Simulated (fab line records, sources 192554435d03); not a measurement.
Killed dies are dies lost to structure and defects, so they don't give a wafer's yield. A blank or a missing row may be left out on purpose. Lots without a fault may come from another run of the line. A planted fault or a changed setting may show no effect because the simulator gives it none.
fab line records | flow n5_finfet
record lots=4 wafers=12 last_day=17
route steps=1938 shown BEOL_M10@1527 BEOL_M11@1536 PASSIVATION@1936
lots that met no fault: from a run of the same line without faults
start_h: hours from the record's first day to the start of the lot's first wafer shown | wait_h: hours since the lot's step before | " the same as in the row above | L1.1+2: a row that stands for several wafers | - no value, or no start given | * or withheld: withheld | < > ~ a bound
route shown NAME@n: a module of which the file shows steps, and the number in the route of the first | usual: mean/standard deviation of fault-free wafers | same: alike in all rows | chamber/n: place in a boat | sites: the reading at each site | _std_site: their standard deviation | _edge_site: outer sites' mean less inner sites' | radius_mm: how far each site lies from the wafer's centre | mask NAME#n: copy n | behind: the tool/chamber that last shaped the wafer | hold: why the lot was held/for how many hours/how that ended | device: the transistor (n, p or np) that didn't switch | end of line: the same wafers' tests at the end of the route | a step without rows: its recipe alone | killed: dies lost to structure and defects at the first sort, not the wafer's yield | map: a wafer's dies, x killed, . not, _ none there
set.NAME: the setting as run; set.NAME@STEP: as run at that earlier step | model.NAME: the simulator's own value behind a step, which no gauge read
lots at some steps of the route; a table a step, a row a wafer
services: from which hour (start_h, from the record's first day; less than 0 if before it) a tool's chamber was out of use, for how many hours, and why
## steps
# step N5_BEOL_M10_SPUTTER_48
# recipe material=Cu target_thk_a=120 temp_c=-20 bias_v=60 power_w=26000 chamber_pressure_pa=0.13 time_s=2
# step N5_BEOL_M10_ECD_50
# recipe material=Cu target_thk_a=3180
# step N5_BEOL_M10_ANNEAL_51
# recipe temp_c=225 time_s=90 ambient=N2
# step N5_BEOL_M10_CMP_52
# recipe stop_on=SiCOH_lowk t_overpolish_s=7 down_force_psi=1 platen_rpm=50 clearing_platen_down_force_psi=1.5 clearing_platen_rpm=50 post_cmp_clean=cu_alkaline target_thk_nm=140 clearing_platen_pad_velocity_m_s=0.99484 pad_velocity_m_s=0.99484
# step N5_BEOL_M10_PRE_CLEAN_55
# recipe gas=NH3 time_s=15 temp_c=withheld rf_power_w=300
# step N5_BEOL_M10_DEP_56
# recipe material=SiCN target_thk_a=150 temp_c=withheld precursor=3MS/NH3 pressure_torr=3 rf_w=202 time_s=26.5
# step N5_BEOL_M11_ILD_DEP_00
# recipe material=SiCOH_lowk target_thk_a=3085.1 temp_c=300 precursor=DEMS/porogen pressure_torr=5 rf_w=500 time_s=58
# step N5_BEOL_M11_CURE_71
# recipe temp_c=385 time_s=240 ambient=He/Ar material=SiCOH_lowk
# step N5_BEOL_M11_PECVD_70
# recipe material=SiO2 target_thk_a=200 temp_c=400 precursor=TEOS/O2 pressure_torr=5.5 rf_w=450 teos_flow_sccm=53.8 gas=O2 flow_sccm=3000 time_s=22.7
# usual heater_power_w=675/95 rf_fwd_power_W=445.4/1.6 showerhead_plenum_p_Torr=8.79/0.059 throttle_valve_pct=22.3/1
# columns lot.wafer tool chamber start_h wait_h heater_power_w rf_fwd_power_W showerhead_plenum_p_Torr throttle_valve_pct model.SiO2_of_BEOL_M11_PECVD_70.thk_nm
L160.3 pecvd-01 1 304.73 0.0 576 445.0 8.86 22.0 20
L160.4 " 1 " " 581 445.4 8.86 22.3 20.2
L160.5 " 0 " " 655 445.1 8.80 21.5 20.4
L169.3 pecvd-01 1 364.60 0.1 610 446.3 8.82 22.2 19.8
L169.4 " 0 " " 604 445.6 8.83 21.5 30.2
L169.6 " 1 " " 618 445.2 8.85 22.3 19.8
L171.1 pecvd-03 2 365.61 0.0 750 442.8 8.88 22.0 20.2
L171.2 " 1 " " 577 446.6 8.72 22.3 20.6
L171.4 " 1 " " 586 445.3 8.70 22.6 20.4
L170.1 pecvd-01 0 366.53 0.0 686 446.2 8.82 21.1 19.6
L170.3 " 0 " " 666 445.7 8.83 21.5 20.2
L170.5 " 0 " " 677 445.9 8.83 21.3 30.4
# step N5_BEOL_M11_HM_DEP_02
# recipe material=TiN target_thk_a=200 temp_c=25 chamber_pressure_pa=0.49996
# step N5_BEOL_M11_COAT_59
# recipe resist=SOC temp_c=250 time_s=60 spin_rpm=1500 resist_thk_nm=100
# step N5_BEOL_M11_COAT_60
# recipe resist=SiARC temp_c=220 time_s=60 spin_rpm=1500 resist_thk_nm=30
# step N5_BEOL_M11_COAT_05
# recipe resist=CAR-ArF spin_rpm=1500 resist_thk_nm=90
# step N5_BEOL_M11_EBR_07
# recipe solvent=PGMEA ebr_width_mm=1.5
# step N5_BEOL_M11_SOFTBAKE_06
# recipe temp_c=110 time_s=60 resist=CAR-ArF
# step N5_BEOL_M11_EXPOSE_08
# recipe mask_id=M11 na=1.35 source_shape=dipole sigma_inner=0.411 sigma_outer=0.611 polarization=te dose_mj=53.75
# step N5_BEOL_M11_PEB_09
# recipe peb_temp_c=withheld peb_time_s=60 resist=CAR-ArF
# step N5_BEOL_M11_DEVELOP_10
# recipe develop_time_s=30 developer=TMAH resist=CAR-ArF rinse_liquid=diw dry=air_spin dev_temp_c=23
# step N5_BEOL_M11_DESCUM_16
# recipe chemistry=O2 time_s=7.9 source_power_w=50 bias_power_w=20 pressure_mtorr=20 rf_frequency_hz=2.712e+07 temp_c=40 resist=CAR-ArF o2_flow_sccm=225
# step N5_BEOL_M11_ETCH_61
# recipe chemistry=CF4 target=SiARC target_depth_a=390 mask_material=CAR-ArF time_s=65 ion_energy_ev=80 pressure_mtorr=40 source_w=545 bias_w=36 Ar_flow_sccm=100 cf4_flow_sccm=100 ends=cleared
# step N5_BEOL_M11_ETCH_62
# recipe chemistry=N2/H2 target=SOC target_depth_a=1100 overetch_a=220 mask_material=SiARC temp_c=40 time_s=165 ion_energy_ev=200 pressure_mtorr=30 source_w=840 bias_w=150 n2_flow_sccm=200 h2_flow_sccm=200
# step N5_BEOL_M11_STRIP_68
# recipe chemistry=N2/H2 temp_c=40 n2_flow_sccm=200 h2_flow_sccm=200 rf_frequency_hz=6e+07
# step N5_BEOL_M11_STRIP_67
# recipe chemistry=CF4 resist=SiARC power_w=300 bias_power_w=75 pressure_mtorr=50 cf4_flow_sccm=150 rf_frequency_hz=6e+07
# step N5_BEOL_M11_HM_OPEN_17
# recipe chemistry=Cl2/BCl3 target_depth_a=200 overetch_a=60 target=TiN mask_material=SOC ion_energy_ev=150 pressure_mtorr=10 icp_w=1000 bias_w=126 Cl2_flow_sccm=53.25 bcl3_flow_sccm=21.75 Ar_flow_sccm=25
# step N5_BEOL_M11_STRIP_19
# recipe chemistry=O2 power_w=400 temp_c=40 pressure_mtorr=30 rf_frequency_hz=6e+07 bias_power_w=0 overash_fraction=0.2 o2_flow_sccm=225
# step N5_BEOL_M11_COAT_63
# recipe resist=SOC temp_c=250 time_s=60 spin_rpm=1500 resist_thk_nm=100
# step N5_BEOL_M11_COAT_64
# recipe resist=SiARC temp_c=220 time_s=60 spin_rpm=1500 resist_thk_nm=30
# step N5_BEOL_M11_COAT_22
# recipe resist=CAR-ArF spin_rpm=1500 resist_thk_nm=90
# step N5_BEOL_M11_EBR_24
# recipe solvent=PGMEA ebr_width_mm=1.5
# step N5_BEOL_M11_SOFTBAKE_23
# recipe temp_c=110 time_s=60 resist=CAR-ArF
# step N5_BEOL_M11_EXPOSE_25
# recipe mask_id=V10 na=1.35 source_shape=annular sigma_inner=0.5 sigma_outer=0.8 polarization=unpolarized dose_mj=85.5
# step N5_BEOL_M11_PEB_26
# recipe peb_temp_c=withheld peb_time_s=60 resist=CAR-ArF
# step N5_BEOL_M11_DEVELOP_27
# recipe develop_time_s=30 developer=TMAH resist=CAR-ArF rinse_liquid=diw dry=air_spin dev_temp_c=23
# step N5_BEOL_M11_HM_STRIP_39
# recipe chemistry=peroxide_tin_strip material=TiN target_depth_a=250 temp_c=50 time_s=158
# columns lot.wafer tool chamber start_h wait_h model.SiO2_of_BEOL_M11_PECVD_70.thk_nm
L160.3 wet_bench-05 4 310.33 0.0 19.8
L160.4+5 " 6,7 " " 20.2
L169.3+6 wet_bench-05 6,5 368.51 0.0 19.6
L169.4 " 4 " " 30.2
L171.1 wet_bench-01 5 370.47 0.0 20
L171.2 " 6 " " 20.4
L171.4 " 4 " " 20.2
L170.1 wet_bench-01 2 370.71 0.0 19.4
L170.3 " 3 " " 20
L170.5 " 5 " " 30.2
# step N5_BEOL_M11_CMP_52
# recipe stop_on=SiCOH_lowk t_overpolish_s=7 down_force_psi=1 platen_rpm=50 clearing_platen_down_force_psi=1.5 clearing_platen_rpm=50 post_cmp_clean=cu_alkaline target_thk_nm=140 clearing_platen_pad_velocity_m_s=0.99484 pad_velocity_m_s=0.99484
# usual barrier_field_endpoint_s=28.7/0.98 motor_current_A=6.1/0.66 overpolish_run_s=7.001/0.0096 slurry_filter_dp_kPa=13.51/0.14
# columns lot.wafer tool chamber start_h wait_h barrier_field_endpoint_s motor_current_A overpolish_run_s slurry_filter_dp_kPa
L160.3 cmp-04 2 312.57 0.2 29.1 6.1 6.977 13.69
L160.4 " 1 " " 27.9 4.8 7.025 13.50
L160.5 " 3 " " 28.5 6.5 7.013 13.36
L169.3 cmp-01 3 370.35 0.2 28.7 6.5 7.006 13.42
L169.4 " 0 " " 40.8 7.2 6.146 13.24
L169.6 " 0 " " 29.1 7.1 7.004 13.27
L171.4 cmp-04 3 372.25 0.1 27.8 6.5 6.994 13.64
L171.1 " 1 " " 28.4 5.2 7.002 13.11
L171.2 " 2 " " 29.6 6.5 7.006 13.44
L170.3 cmp-01 0 372.87 0.2 28.2 6.5 7.005 13.47
L170.1 " 1 " " 27.8 5.7 7.008 13.35
L170.5 " 3 " " 41.5 6.5 5.396 13.49
# step N5_PASSIVATION_PROBE_49
# usual defect_limited_yield=91.1/1.6 killed_at_M0_to_M3=35/11 killed_at_M4_up=13/5.4 killed_at_contacts=13/6.5 killed_at_front_end=40/14 killed_at_other=4/3.1 killed_dies=105/18 killed_open=69/14 killed_short=34/7.3 sort_bin_5_function=5.2/0.96 sort_bin_6_memory=3.4/0.77 sort_n_pass=1075/19 sort_yield_pct=91.1/1.6
# same gross_dies=1180 killed_at_back_side=0 sort_bin_4_leakage[%]=0 sort_bin_8_speed[%]=0
# columns lot.wafer tool chamber start_h wait_h defect_limited_yield[%] killed_at_M0_to_M3 killed_at_M4_up killed_at_contacts killed_at_front_end killed_at_other killed_dies killed_open killed_short sort_bin_5_function[%] sort_bin_6_memory[%] sort_n_pass sort_yield_pct[%]
L169.3 prober-01 - 415.76 0.1 90.6 25 18 24 42 2 111 83 26 5.8 3.1 1069 90.6
L169.4 prober-01 - 415.81 0.2 90.9 45 4 8 48 2 107 69 33 5.0 3.0 1073 90.9
L169.6 prober-01 - 415.91 0.3 91.8 30 12 19 24 12 97 62 32 4.5 3.6 1083 91.8
# killed by level:class
L169.3 MOL_CONTACT_COAG:geometric_particle:open=21 BEOL_M0_SAQP:geometric_particle:open=12 FIN_SAQP:geometric_particle:open=11 BEOL_M0_SAQP:geometric_particle:short=6 STI_FIN_REVEAL:geometric_particle:open=5 DUMMY_GATE:geometric_particle:open=5 BEOL_M3:geometric_particle:open=5 BEOL_M4:geometric_particle:open=5
L169.4 FIN_SAQP:geometric_particle:open=12 BEOL_M0_SAQP:geometric_particle:open=12 BEOL_M1:geometric_particle:open=7 BEOL_M0_SAQP:geometric_particle:short=7 BEOL_M2:geometric_particle:open=7 BEOL_M3:geometric_particle:open=7 DUMMY_GATE:geometric_particle:open=5 GATE_CUT:geometric_particle:open=5
L169.6 MOL_CONTACT_COAG:geometric_particle:open=13 BEOL_M0_SAQP:geometric_particle:open=7 BEOL_M3:geometric_particle:open=7 MOL_CONTACT_COAG:geometric_particle:short=6 GATE_CUT:geometric_particle:short=5 STARTING-WAFER:geometric_particle:open=4 BEOL_M1:geometric_particle:short=4 FIN_SAQP:geometric_particle:open=3
## services
# columns tool chamber start_h hours kind
pecvd-03 - 290.28 1.3 repair
pecvd-01 0 292.02 5.5 scheduled_down
pecvd-01 2 308.92 2.1 scheduled_down
pecvd-03 2 309.90 2.1 scheduled_down
cmp-01 - 312.84 4.0 pm
cmp-01 - 316.84 - consumable_replace:conditioner
cmp-01 - 316.84 - consumable_replace:pad
pecvd-01 - 316.89 0.2 repair
cmp-01 - 331.15 0.4 repair
cmp-01 - 335.30 2.6 repair
cmp-04 - 356.88 4.0 pm
pecvd-01 2 359.54 16.5 scheduled_down
cmp-04 - 360.88 - consumable_replace:conditioner
cmp-04 - 360.88 - consumable_replace:pad
## key
first_sign step=N5_BEOL_M11_CMP_52 reading=overpolish_run_s direction=down sigmas=99+ usual=7.001 struck=5.771
effect step=N5_BEOL_M11_CMP_52 reading=barrier_field_endpoint_s direction=up sigmas=13 usual=28.7 struck=41.1
model_effect step=N5_BEOL_M11_PECVD_70 value=SiO2_of_BEOL_M11_PECVD_70.thk_nm without=20 struck=30.3
model_effect step=N5_BEOL_M11_HM_STRIP_39 value=SiO2_of_BEOL_M11_PECVD_70.thk_nm without=19.9 struck=30.2
met_at N5_BEOL_M11_PECVD_70
struck_wafers L169.4,L170.5
onset_between 304.73 364.60
fault kind=process_parameter_drift tool=pecvd-01 chamber=- onset_h=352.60 steps=N5_BEOL_M11_PECVD_70 channel=time_s offset=* shape=step end_h=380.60 scope=struck_wafers_only acts_in=* stated=*
